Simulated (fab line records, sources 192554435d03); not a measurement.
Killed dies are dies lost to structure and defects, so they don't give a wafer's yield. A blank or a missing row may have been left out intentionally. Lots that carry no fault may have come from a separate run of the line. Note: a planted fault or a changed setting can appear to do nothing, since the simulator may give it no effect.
Comparing a struck lot with a sound one | flow n5Finfet | 38 out of 1938 route steps
Sound: the wafers L821.1, L821.2, L821.5. Struck: wafers L814.4, L814.6. (L814.5 of the same lot was not struck and is left out.) The cause comes at the end.
For every step that has rows: the tool of each side, followed by ch and its chambers, followed by its first start. Under that, the readings that differ: sound wafers | struck wafers | difference of the means | sigmas: that difference in standard deviations of wafers without a fault.
alike: readings with means less than 2 such deviations apart, plus words and numbers identical on both sides. not compared: withheld readings, readings lacking a value on some wafer, bounds such as >300 that could conceal the same value, and numbers that have no deviation in the record and whose values overlap.
A row with sigmas, a row that says differs or no value, or rows on one side alone: a step with any of these is where the two part. Non-overlapping numbers with no deviation appear without sigmas and do not part them. A reading that every wafer of one side lacks parts them only if that side has two wafers or more.

first, 9 steps without rows for these wafers: N5_BEOL_M4_ANNEAL_95 (time 240 s); N5_BEOL_M4_SPUTTER_96 (material Cu, target thk 4.5 nm, time 8.29 s); N5_BEOL_M4_ECD_50 (material Cu, target thk 300 nm); N5_BEOL_M4_ANNEAL_51 (time 90 s); N5_BEOL_M4_CMP_52 (polishes, stops on SiOC, t overpolish 6.8 s, target thk 40 nm); N5_BEOL_M4_PRE_CLEAN_60 (time 15 s); N5_BEOL_M4_CO_CAP_55 (material Co, precursor CCTBA/H2, target thk 2 nm, time 102.1 s); N5_BEOL_M4_PRE_CLEAN_56 (time 15 s); N5_BEOL_M4_DEP_57 (deposits SiCN from 3MS/NH3, target thk 8 nm, time 14 s).
N5_BEOL_M4_RC_MEAS_101:
  sound on prober-01 ch 0, day 17 16:49; struck on prober-01 ch 0, day 17 07:47
reading       | sound          | struck    | difference | sigmas
SS_N (mV/dec) | 72.0 72.6 72.1 | 71.5 70.6 | -1.2       | -2
  alike: DIBL_N, DIBL_P, IOFF_N, IOFF_P, ION_N, ION_P, SS_P, VT_N, VT_P
then, 24 steps without rows for these wafers: N5_BEOL_M5_ILD_DEP_00 (deposits SiCOH lowk from DEMS/porogen, target thk 140.64 nm, time 25.9 s); N5_BEOL_M5_CURE_79 (cures SiCOH lowk, time 240 s); N5_BEOL_M5_PECVD_70 (deposits SiO2 from TEOS/O2, target thk 16 nm, time 18 s); N5_BEOL_M5_HM_DEP_02 (deposits TiN, target thk 20 nm); N5_BEOL_M5_COAT_59 (time 60 s, resist thk 60 nm); N5_BEOL_M5_COAT_60 (time 60 s, resist thk 12 nm); N5_BEOL_M5_COAT_71 (time 60 s, resist thk 5 nm); N5_BEOL_M5_COAT_05 (resist thk 30 nm); N5_BEOL_M5_EBR_07; N5_BEOL_M5_SOFTBAKE_06 (time 60 s); N5_BEOL_M5_EXPOSE_08 (exposes mask M5, target cd 28 nm); N5_BEOL_M5_PEB_09 (peb time 60 s); N5_BEOL_M5_DEVELOP_10 (develop time 30 s); N5_BEOL_M5_DESCUM_16 (chemistry O2, time 7 s); N5_BEOL_M5_ETCH_72 (etches underlayer in N2/H2, target depth 6.5 nm, time 5.2 s); N5_BEOL_M5_ETCH_61 (etches SiARC in CF4, target depth 15.6 nm, time 26 s); N5_BEOL_M5_ETCH_62 (etches SOC in N2/H2, target depth 75 nm, overetch 15 nm, time 112.5 s); N5_BEOL_M5_STRIP_63 (strips in N2/H2); N5_BEOL_M5_STRIP_73 (strips in N2/H2); N5_BEOL_M5_STRIP_64 (strips in CF4); N5_BEOL_M5_HM_OPEN_17 (chemistry Cl2/BCl3, target TiN, target depth 20 nm, overetch 6 nm); N5_BEOL_M5_STRIP_19 (strips in O2); N5_BEOL_M5_COAT_65 (time 60 s, resist thk 60 nm); N5_BEOL_M5_COAT_66 (time 60 s, resist thk 12 nm).
-- the record jumps here: 3 days lie between the struck wafers' starts before and after (it left off in module BEOL_M5 and takes up again in module BEOL_M12, whose first step shown is number 1653 of the route) --
N5_BEOL_M12_CMP_49: polishes, stops on SiOC, t overpolish 20.6 s, target thk 320 nm.
  sound on cmp-02 ch 0,2,3, day 20 19:29; struck on cmp-04 ch 3, day 20 14:38
reading                   | sound                | struck      | difference | sigmas
barrierFieldEndpointS (s) | 31.1 31.6 31.2       | 60.2 60.5   | +29.1      | +42
overpolishRunS (s)        | 20.604 20.595 20.593 | 6.099 5.807 | -14.644    | -99 or more
  alike: motorCurrentA
N5_BEOL_M12_THK_MEAS_50: measures by xrf.
  sound on filmMetro-01 at day 20 19:46; struck on filmMetro-02 at day 20 14:56
reading      | sound       | struck  | difference | sigmas
M12_THK (nm) | 312 317 321 | 608 594 | +284       | +62
N5_BEOL_M12_INSPECT_55: inspects for defects (darkfield).
  sound on defectInspect-01 at day 20 19:55; struck on defectInspect-01 at day 20 15:05
reading        | sound    | struck    | difference | sigmas
rawDefectCount | 98 75 54 | 4742 4764 | +4677      | +99 or more
N5_PASSIVATION_PROBE_49:
  rows exist in the record for the struck wafers here (prober-01, day 22 01:23), but not for the sound ones

== WHERE THEY PART ==
Last at N5_PASSIVATION_PROBE_49 as far as this record goes, first at N5_BEOL_M4_RC_MEAS_101.

WHY: what the simulator had put in
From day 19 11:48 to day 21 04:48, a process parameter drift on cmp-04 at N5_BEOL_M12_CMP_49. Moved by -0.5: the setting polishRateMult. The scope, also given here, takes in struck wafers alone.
